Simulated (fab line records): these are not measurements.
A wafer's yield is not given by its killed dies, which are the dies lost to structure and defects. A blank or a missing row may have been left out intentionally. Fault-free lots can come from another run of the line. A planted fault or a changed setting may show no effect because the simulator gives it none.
Lot-split experiment ; flow n5_finfet ; route with 1938 steps; 7 lots, 21 wafers read

ABOUT THE SPLIT
At N5_BEOL_M5_HM_DEP_02 (deposits TiN, target thk 20 nm), the setting target_thk_a was moved away from the recipe's 200 angstrom on 5 of the 21 wafers read, by -7.6% to +9.8%. The other wafers ran this setting at the recipe's value.

The split's own step is where the reading is taken.

THE READING
TiN_of_BEOL_M5_HM_DEP_02.thk_nm (the simulator's own value, which no gauge read), in nm, at N5_BEOL_M5_HM_DEP_02 (deposits TiN, target thk 20 nm). There is no usual value for it anywhere in the file. Average 20.0 nm, standard deviation 0.21 nm, over the 16 wafers here run with the recipe.

wafer;tool, chamber at the split;target_thk_a as run, angstrom;against the recipe;TiN_of_BEOL_M5_HM_DEP_02.thk_nm, nm;against lot-mates on the recipe
L075.1;pvd_sputter-02, -;200;recipe;20;-
L075.2;pvd_sputter-02, -;200;recipe;20;-
L075.5;pvd_sputter-02, -;200;recipe;20;-
L074.2;pvd_sputter-01, -;200;recipe;20.2;-
L074.4;pvd_sputter-01, -;200;recipe;20.2;-
L074.5;pvd_sputter-01, -;200;recipe;20.2;-
L079.1;pvd_sputter-02, -;200;recipe;20;-
L079.2;pvd_sputter-02, -;200;recipe;20;-
L079.4;pvd_sputter-02, -;200;recipe;20;-
L088.1;pvd_sputter-01, -;219.6;+9.8%;21.8;+2.2
L088.6;pvd_sputter-01, -;219.6;+9.8%;21.8;+2.2
L088.2;pvd_sputter-01, -;200;recipe;19.6;-
L091.1;pvd_sputter-02, -;200;recipe;20.4;-
L091.5;pvd_sputter-02, -;189.6;-5.2%;19;-1.3
L091.6;pvd_sputter-02, -;200;recipe;20.2;-
L093.2;pvd_sputter-03, -;200;recipe;20.2;-
L093.5;pvd_sputter-03, -;200;recipe;20.2;-
L093.3;pvd_sputter-03, -;217.2;+8.6%;21.8;+1.6
L094.1;pvd_sputter-02, -;184.9;-7.6%;18.2;-1.5
L094.2;pvd_sputter-02, -;200;recipe;19.8;-
L094.5;pvd_sputter-02, -;200;recipe;19.6;-

FIT RESULTS
A straight line over all 21 wafers: TiN_of_BEOL_M5_HM_DEP_02.thk_nm changes by +0.198 nm for each +1% of target_thk_a; r = +0.97; the points scatter about the line by 0.22 nm.
The same after taking each lot's own level away (the mean of its wafers on the recipe; 21 wafers): +0.214 nm for each +1%; r = +0.99; scatter 0.094 nm.
That fit puts the effect of the largest move of target_thk_a on the reading at 2.1 nm.
The span of the lots' own levels, 19.60 to 20.30 nm, comes to 3.3 times the standard deviation stated above.
So the lot-to-lot level changes the slope little: the two slopes agree.
Check: with one of the wafers moved furthest among these (+9.8%) left out of the fit, the line predicts +2.05 nm for it against its lot-mates. It came out at +2.2 nm against them.

THESE WAFERS: OTHER SPLITS
Before the reading, these wafers also passed through other splits. Each is held against what the fit with the lots' levels taken away leaves over:
other split on the same wafers;wafers away from the commonest value;r with TiN_of_BEOL_M5_HM_DEP_02.thk_nm (lot level and that fit taken away)
N5_BEOL_M1_COAT_61 spin_rpm;8;+0.14
N5_BEOL_M1_VIA_ETCH_34 bias_w;5;-0.23
N5_BEOL_M1_TRENCH_ETCH_37 time_s;9;+0.00
N5_BEOL_M2_TRENCH_ETCH_37 bias_w;9;+0.11
N5_BEOL_M2_DEP_57 time_s;6;+0.03
N5_BEOL_M3_TRENCH_ETCH_37 bias_w;10;-0.17
N5_BEOL_M3_ETCH_41 target_depth_a;4;+0.45
N5_BEOL_M4_TRENCH_ETCH_37 bias_w;7;-0.18

FILE'S OWN FIT
TiN_of_BEOL_M5_HM_DEP_02.thk_nm changes by +0.21 nm for each +1% of target_thk_a, r = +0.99.
